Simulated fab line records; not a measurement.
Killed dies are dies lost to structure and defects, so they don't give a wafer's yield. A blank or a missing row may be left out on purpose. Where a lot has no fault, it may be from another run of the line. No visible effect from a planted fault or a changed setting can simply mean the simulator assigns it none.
Lot-split experiment || flow n5-finfet || 7 lots, 21 wafers read, on a route of 1938 steps

== ABOUT THE SPLIT ==
At N5_BEOL_M1_ETCH_64 (etches SOC in N2/H2, target depth 75 nm, overetch 15 nm, time 112.5 s), the setting source-w was moved away from the recipe's 840 W on 6 of the 21 wafers read, by -14.2% to +10.3%. This setting was run at the recipe's value on the other wafers.

Reading taken at the split's own step.

== THE READING ==
rf-vpp-V, in V, at N5_BEOL_M1_ETCH_64 (etches SOC in N2/H2, target depth 75 nm, overetch 15 nm, time 112.5 s). Fault-free wafers of this fab line usually give 524.2 V, standard deviation 2.6 V.

{"wafer": "L074.1", "tool, chamber at the split": "rie-diel-02, 1", "source-w as run, W": 840, "against the recipe": "recipe", "rf-vpp-V, V": 527.3, "against lot-mates on the recipe": "-"}
{"wafer": "L074.5", "tool, chamber at the split": "rie-diel-02, 1", "source-w as run, W": 840, "against the recipe": "recipe", "rf-vpp-V, V": 526.2, "against lot-mates on the recipe": "-"}
{"wafer": "L074.6", "tool, chamber at the split": "rie-diel-02, 2", "source-w as run, W": 840, "against the recipe": "recipe", "rf-vpp-V, V": 521.8, "against lot-mates on the recipe": "-"}
{"wafer": "L076.4", "tool, chamber at the split": "rie-diel-05, 1", "source-w as run, W": 840, "against the recipe": "recipe", "rf-vpp-V, V": 527.4, "against lot-mates on the recipe": "-"}
{"wafer": "L076.5", "tool, chamber at the split": "rie-diel-05, 1", "source-w as run, W": 840, "against the recipe": "recipe", "rf-vpp-V, V": 526.9, "against lot-mates on the recipe": "-"}
{"wafer": "L076.6", "tool, chamber at the split": "rie-diel-05, 2", "source-w as run, W": 840, "against the recipe": "recipe", "rf-vpp-V, V": 524.2, "against lot-mates on the recipe": "-"}
{"wafer": "L081.3", "tool, chamber at the split": "rie-diel-06, 2", "source-w as run, W": 840, "against the recipe": "recipe", "rf-vpp-V, V": 523.1, "against lot-mates on the recipe": "-"}
{"wafer": "L081.5", "tool, chamber at the split": "rie-diel-06, 2", "source-w as run, W": 720.8, "against the recipe": "-14.2%", "rf-vpp-V, V": 550.6, "against lot-mates on the recipe": "+27.5"}
{"wafer": "L081.6", "tool, chamber at the split": "rie-diel-06, 3", "source-w as run, W": 720.8, "against the recipe": "-14.2%", "rf-vpp-V, V": 549.1, "against lot-mates on the recipe": "+26.0"}
{"wafer": "L086.1", "tool, chamber at the split": "rie-diel-05, 0", "source-w as run, W": 840, "against the recipe": "recipe", "rf-vpp-V, V": 521.6, "against lot-mates on the recipe": "-"}
{"wafer": "L086.3", "tool, chamber at the split": "rie-diel-05, 1", "source-w as run, W": 739.3, "against the recipe": "-12.0%", "rf-vpp-V, V": 548.5, "against lot-mates on the recipe": "+26.1"}
{"wafer": "L086.6", "tool, chamber at the split": "rie-diel-05, 2", "source-w as run, W": 840, "against the recipe": "recipe", "rf-vpp-V, V": 523.2, "against lot-mates on the recipe": "-"}
{"wafer": "L089.1", "tool, chamber at the split": "rie-diel-02, 1", "source-w as run, W": 840, "against the recipe": "recipe", "rf-vpp-V, V": 527.3, "against lot-mates on the recipe": "-"}
{"wafer": "L089.2", "tool, chamber at the split": "rie-diel-02, 3", "source-w as run, W": 840, "against the recipe": "recipe", "rf-vpp-V, V": 525.3, "against lot-mates on the recipe": "-"}
{"wafer": "L089.4", "tool, chamber at the split": "rie-diel-02, 0", "source-w as run, W": 840, "against the recipe": "recipe", "rf-vpp-V, V": 528.7, "against lot-mates on the recipe": "-"}
{"wafer": "L090.1", "tool, chamber at the split": "rie-diel-02, 0", "source-w as run, W": 840, "against the recipe": "recipe", "rf-vpp-V, V": 527.9, "against lot-mates on the recipe": "-"}
{"wafer": "L090.3", "tool, chamber at the split": "rie-diel-02, 1", "source-w as run, W": 840, "against the recipe": "recipe", "rf-vpp-V, V": 526.8, "against lot-mates on the recipe": "-"}
{"wafer": "L090.5", "tool, chamber at the split": "rie-diel-02, 0", "source-w as run, W": 897.8, "against the recipe": "+6.9%", "rf-vpp-V, V": 515.5, "against lot-mates on the recipe": -11.8}
{"wafer": "L091.2", "tool, chamber at the split": "rie-diel-02, 3", "source-w as run, W": 840, "against the recipe": "recipe", "rf-vpp-V, V": 523.9, "against lot-mates on the recipe": "-"}
{"wafer": "L091.4", "tool, chamber at the split": "rie-diel-02, 2", "source-w as run, W": 926.8, "against the recipe": "+10.3%", "rf-vpp-V, V": 504.4, "against lot-mates on the recipe": -19.5}
{"wafer": "L091.5", "tool, chamber at the split": "rie-diel-02, 1", "source-w as run, W": 926.8, "against the recipe": "+10.3%", "rf-vpp-V, V": 508.5, "against lot-mates on the recipe": -15.4}

FIT RESULTS
A straight line over all 21 wafers: rf-vpp-V changes by -1.77 V for each +1% of source-w; r = -0.98; the points scatter about the line by 2.2 V.
The same after taking each lot's own level away (the mean of its wafers on the recipe; 21 wafers): -1.87 V for each +1%; r = -0.99; scatter 1.7 V.
Per that fit: largest source-w move, reading shift of 27 V.
The span of the lots' own levels, 522.40 to 527.35 V, comes to 1.9 times the standard deviation stated above.
The two slopes agree, so the slope changes little with the lot-to-lot level.
Check: with one of the wafers moved furthest among these (-14.2%) left out of the fit, the line predicts +26.7 V for it against its lot-mates. It came out at +27.5 V against them.
Tool readings at the split's step, against how far the setting was moved: rf-vpp-V r = -0.98.

== THESE WAFERS: OTHER SPLITS ==
These wafers also went through other splits before the reading. Each is held against what the fit with the lots' levels taken away leaves over:
{"other split on the same wafers": "N5_MOL_CONTACT_COAG_CVD_140 target-thk-a", "wafers away from the commonest value": 4, "r with rf-vpp-V (lot level and that fit taken away)": "+0.02"}
{"other split on the same wafers": "N5_BEOL_M0_SAQP_PECVD_96 time-s", "wafers away from the commonest value": 2, "r with rf-vpp-V (lot level and that fit taken away)": -0.47}
{"other split on the same wafers": "N5_BEOL_M0_ETCH_109 bias-w", "wafers away from the commonest value": 7, "r with rf-vpp-V (lot level and that fit taken away)": -0.22}
{"other split on the same wafers": "N5_BEOL_M1_EXPOSE_08 dose-mj", "wafers away from the commonest value": 3, "r with rf-vpp-V (lot level and that fit taken away)": "+0.03"}

== THE FILE'S OWN FIT ==
rf-vpp-V changes by -1.91 V for each +1% of source-w, r = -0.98.
